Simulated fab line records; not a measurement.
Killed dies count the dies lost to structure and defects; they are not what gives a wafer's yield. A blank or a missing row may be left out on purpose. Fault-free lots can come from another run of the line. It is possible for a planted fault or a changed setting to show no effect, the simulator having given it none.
Matching of chambers | flow n5Finfet | rieDiel-01 running N5_BEOL_M0_SAQP_ETCH_107: 4 sister chambers
The step etches SiNx in CH3F/O2, target depth 30 nm. 4 wafers are shown with their chamber, then 9 later ones without.

== WAFERS PAIRED WITH THEIR CHAMBERS ==
wafer  | chamber | showerheadPlenumPTorr (Torr)
L085.1 | 0       | 2.05
L088.1 | 1       | 1.95
L088.2 | 3       | 1.99
L088.3 | 2       | 2.07

== WAFERS WITHOUT THEIR CHAMBER ==
wafer  | showerheadPlenumPTorr (Torr)
L090.1 | 1.99
L090.3 | 2.05
L090.5 | 2.07
L095.1 | 2.06
L095.2 | 1.98
L095.4 | 1.95
L096.4 | 2.04
L096.5 | 2.06
L096.6 | 1.98

== THE CHAMBER EACH PASSED THROUGH ==
wafer  | from the rows above     | in truth
L090.1 | 3                       | 3
L090.3 | 0                       | 0
L090.5 | 2                       | 2
L095.1 | can't be placed: 2 or 0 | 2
L095.2 | 3                       | 3
L095.4 | 1                       | 1
L096.4 | 0                       | 0
L096.5 | can't be placed: 2 or 0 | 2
L096.6 | 3                       | 3
Correctly placed: 7 of 9. Can't be placed from these rows: 2 (the true chamber is among the candidates in 2). Placed wrongly: 0.
How it was worked out, from the rows above alone: a wafer's distance from a chamber is the root of the sum, over the readings, of the square of ((its reading less the chamber's mean) divided by the reading's scatter). If the next closest chamber is less than 2 further off than the closest, the wafer can't be placed; otherwise it belongs to the closest. Each chamber's mean is taken over the wafers shown for it. The scatter (one wafer shown for each chamber): square how far every hidden wafer sits from the nearest shown wafer, average those squares and take the square root.
